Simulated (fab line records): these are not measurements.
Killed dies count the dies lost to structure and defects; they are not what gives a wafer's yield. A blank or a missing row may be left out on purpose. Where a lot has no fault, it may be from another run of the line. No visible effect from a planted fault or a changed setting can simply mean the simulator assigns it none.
The same fault as seen by 2 desks || flow n5_finfet || every desk sees just its own numbers, and what lay behind them comes last

## THE METROLOGY DESK
What the gauges read, lot by lot, whatever tool the lot ran on: means of the sampled wafers that have a number. Marked OUT: a lot whose mean sits more than 4 standard deviations from the usual mean, which makes it out of limits; the brackets give that distance.
Columns: A = cd_nm at N5_BEOL_M15_CD_MEAS_10, usual 359.7 nm
{"lot": "L652", "first seen here": "day 13 07:11", "A": 359.4}
{"lot": "L653", "first seen here": "day 13 18:34", "A": 359.2}
{"lot": "L658", "first seen here": "day 14 10:38", "A": 359.3}
{"lot": "L657", "first seen here": "day 14 11:06", "A": 359.3}
{"lot": "L659", "first seen here": "day 14 15:59", "A": 359.9}
{"lot": "L661", "first seen here": "day 15 04:23", "A": 358.7}
{"lot": "L662", "first seen here": "day 15 17:28", "A": 360.0}
{"lot": "L663", "first seen here": "day 16 01:57", "A": 359.1}
{"lot": "L664", "first seen here": "day 16 02:22", "A": 361.2}
{"lot": "L666", "first seen here": "day 16 17:53", "A": 360.3}
Result from this desk: across the 10 lots, nothing is out of limits.

## AT THE TOOL OWNER'S DESK: pecvd-01
The tool's own readings at N5_BEOL_M15_ILD_DEP_00 (deposits SiO2 from TEOS/O2, target thk 1629.3 nm, time 346.1 s): means of the sampled wafers that have a number, for each lot that ran on this tool. Marked OUT: a lot whose mean sits more than 4 standard deviations from the usual mean, which makes it out of limits; the brackets give that distance.
Columns: A = chamber_pressure_Torr at N5_BEOL_M15_ILD_DEP_00, usual 6.498 Torr; B = heater_power_w at N5_BEOL_M15_ILD_DEP_00, usual 560 W; C = run_length_s at N5_BEOL_M15_ILD_DEP_00, usual 389.3 s; D = showerhead_plenum_p_Torr at N5_BEOL_M15_ILD_DEP_00, usual 8.36 Torr; E = throttle_valve_pct at N5_BEOL_M15_ILD_DEP_00, usual 19.0 %
{"lot": "L653", "first seen here": "day 13 17:53", "A": 6.489, "B": 528, "C": 389.1, "D": 8.35, "E": 18.4}
{"lot": "L657", "first seen here": "day 14 10:24", "A": 6.503, "B": 639, "C": 389.2, "D": 8.34, "E": 18.4}
{"lot": "L661", "first seen here": "day 15 03:50", "A": 6.484, "B": 603, "C": 389.2, "D": 8.35, "E": 18.7}
{"lot": "L662", "first seen here": "day 15 16:55", "A": 6.504, "B": 660, "C": 389.6, "D": 8.36, "E": 18.3}
{"lot": "L663", "first seen here": "day 16 01:16", "A": 6.486, "B": 560, "C": "378.1 (-14) OUT", "D": 8.33, "E": 18.8}
This desk's verdict: out of limits on L663, starting with L663 at day 16 01:16 (run_length_s at N5_BEOL_M15_ILD_DEP_00). Within limits: L653, L657, L661, L662.

## PUT TOGETHER
On L663, at day 16 01:16, an alarm was possible from the tool owner's desk.
Metrology desk: nothing out of limits seen.
The metrology desk holds a record of L663, inside its limits.
All the named lots went through N5_BEOL_M15_ILD_DEP_00 on pecvd-01.

## WHAT HAD BEEN PUT IN BY THE SIMULATOR
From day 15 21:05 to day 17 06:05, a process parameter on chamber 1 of pecvd-01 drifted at N5_BEOL_M15_ILD_DEP_00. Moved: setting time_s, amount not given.
Lots struck among those shown: L663.
Delay in hours, fault start to first out-of-limits reading, by desk: the tool owner's desk at 4.
